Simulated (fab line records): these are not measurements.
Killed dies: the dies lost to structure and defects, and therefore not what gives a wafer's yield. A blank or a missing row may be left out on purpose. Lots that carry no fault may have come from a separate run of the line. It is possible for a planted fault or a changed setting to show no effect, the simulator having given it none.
Chamber matching | flow nand_harc | NHARC_P_GATE_DESCUM_13 on rie_diel-13: 4 sister chambers
The step chemistry O2, time 3 s. 4 wafers are shown with their chamber, then 7 later ones without.

WAFERS PAIRED WITH THEIR CHAMBERS
wafer  | chamber | showerhead_plenum_p_Torr (Torr)
L160.3 | 2       | 1.79
L173.5 | 0       | 1.84
L175.2 | 1       | 2.01
L175.3 | 3       | 1.77

WAFERS WITHOUT THEIR CHAMBER
wafer  | showerhead_plenum_p_Torr (Torr)
L175.6 | 1.78
L178.4 | 2.01
L178.5 | 2.01
L178.6 | 1.84
L181.2 | 1.78
L181.4 | 2.01
L181.6 | 1.84

CHAMBER TAKEN BY EACH
wafer  | from the rows above     | in truth
L175.6 | can't be placed: 2 or 3 | 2
L178.4 | 1                       | 1
L178.5 | 1                       | 1
L178.6 | 0                       | 0
L181.2 | can't be placed: 2 or 3 | 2
L181.4 | 1                       | 1
L181.6 | 0                       | 0
Placed correctly: 5 of 7. These rows do not allow placing 2 (true chamber among the candidates in 2). Wrongly placed: 0.
How it was worked out, from the rows above alone: a wafer's distance from a chamber is the root of the sum, over the readings, of the square of ((its reading less the chamber's mean) divided by the reading's scatter). The wafer belongs to the nearest chamber; if the next one is less than 2 further off, it can't be placed. The mean given for a chamber averages the wafers shown for that chamber. The scatter: root of mean squared gap, hidden wafer to nearest shown wafer, with one shown wafer a chamber.
